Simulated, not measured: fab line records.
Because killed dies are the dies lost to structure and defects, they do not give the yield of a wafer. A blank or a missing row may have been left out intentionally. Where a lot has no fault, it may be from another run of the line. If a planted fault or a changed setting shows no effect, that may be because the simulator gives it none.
Chamber matching | flow nand-harc | NHARC_P_GATE_STRIP_108 on rie-diel-13 has 4 sister chambers
The step strips in O2. 18 wafers are shown with their chamber, then 9 later ones without.

## WAFERS PAIRED WITH THEIR CHAMBERS
wafer  | chamber | showerhead-plenum-p-Torr (Torr) | drypump-motor-current-A (A) | oes-product-au (a.u.)
L076.1 | 2       | 3.71                            | 6.4                         | 1.002
L076.2 | 3       | 3.42                            | 5.6                         | 0.983
L076.3 | 0       | 3.60                            | 4.8                         | 1.007
L078.2 | 2       | 3.71                            | 6.4                         | 1.006
L078.5 | 0       | 3.60                            | 4.8                         | 0.990
L078.6 | 1       | 3.62                            | 5.4                         | 0.997
L077.1 | 3       | 3.42                            | 5.6                         | 0.992
L077.2 | 1       | 3.62                            | 5.4                         | 1.004
L077.5 | 1       | 3.62                            | 5.4                         | 1.004
L077.3 | 2       | 3.71                            | 6.3                         | 1.008
L077.4 | 0       | 3.60                            | 4.8                         | 1.003
L077.6 | 2       | 3.71                            | 6.3                         | 1.011
L079.1 | 1       | 3.62                            | 5.4                         | 0.997
L079.5 | 3       | 3.42                            | 5.6                         | 0.991
L079.6 | 0       | 3.60                            | 4.8                         | 1.004
L086.3 | 3       | 3.42                            | 5.6                         | 0.983
L086.4 | 2       | 3.70                            | 6.3                         | 1.012
L086.6 | 3       | 3.42                            | 5.6                         | 1.004

SIGNATURES, as means of the wafers listed above
reading                  | chamber 0 | chamber 1 | chamber 2 | chamber 3 | scatter within a chamber
showerhead-plenum-p-Torr | 3.6000    | 3.6200    | 3.7080    | 3.4200    | 0.00239
drypump-motor-current-A  | 4.800     | 5.400     | 6.340     | 5.600     | 0.0293
oes-product-au           | 1.00100   | 1.00050   | 1.00780   | 0.99060   | 0.00644
Rule: a wafer lies at a distance from a chamber equal to the root of the sum of squares, over the readings, of (its reading less the chamber's mean, divided by the reading's scatter). The wafer belongs to the nearest chamber; if the next one is less than 2 further off, it can't be placed. The scatter is the square root of a quotient: the sum, over the shown wafers, of each reading's squared deviation from its chamber's mean, divided by wafers minus chambers.

## WAFERS WITHOUT THEIR CHAMBER
wafer  | showerhead-plenum-p-Torr (Torr) | drypump-motor-current-A (A) | oes-product-au (a.u.)
L091.1 | 3.41                            | 5.6                         | 0.980
L091.2 | 3.62                            | 5.4                         | 1.003
L091.4 | 3.60                            | 4.8                         | 0.993
L091.3 | 3.70                            | 6.3                         | 1.016
L091.5 | 3.70                            | 6.3                         | 0.996
L091.6 | 3.62                            | 5.4                         | 0.996
L094.1 | 3.41                            | 5.6                         | 0.993
L094.2 | 3.70                            | 6.3                         | 1.005
L094.5 | 3.70                            | 6.4                         | 0.997

## CHAMBER TAKEN BY EACH
wafer  | from the rows above | in truth
L091.1 | 3                   | 3
L091.2 | 1                   | 1
L091.4 | 0                   | 0
L091.3 | 2                   | 2
L091.5 | 2                   | 2
L091.6 | 1                   | 1
L094.1 | 3                   | 3
L094.2 | 2                   | 2
L094.5 | 2                   | 2
Placed correctly: 9 of 9. Number that these rows cannot place: 0. Number placed wrongly: 0.
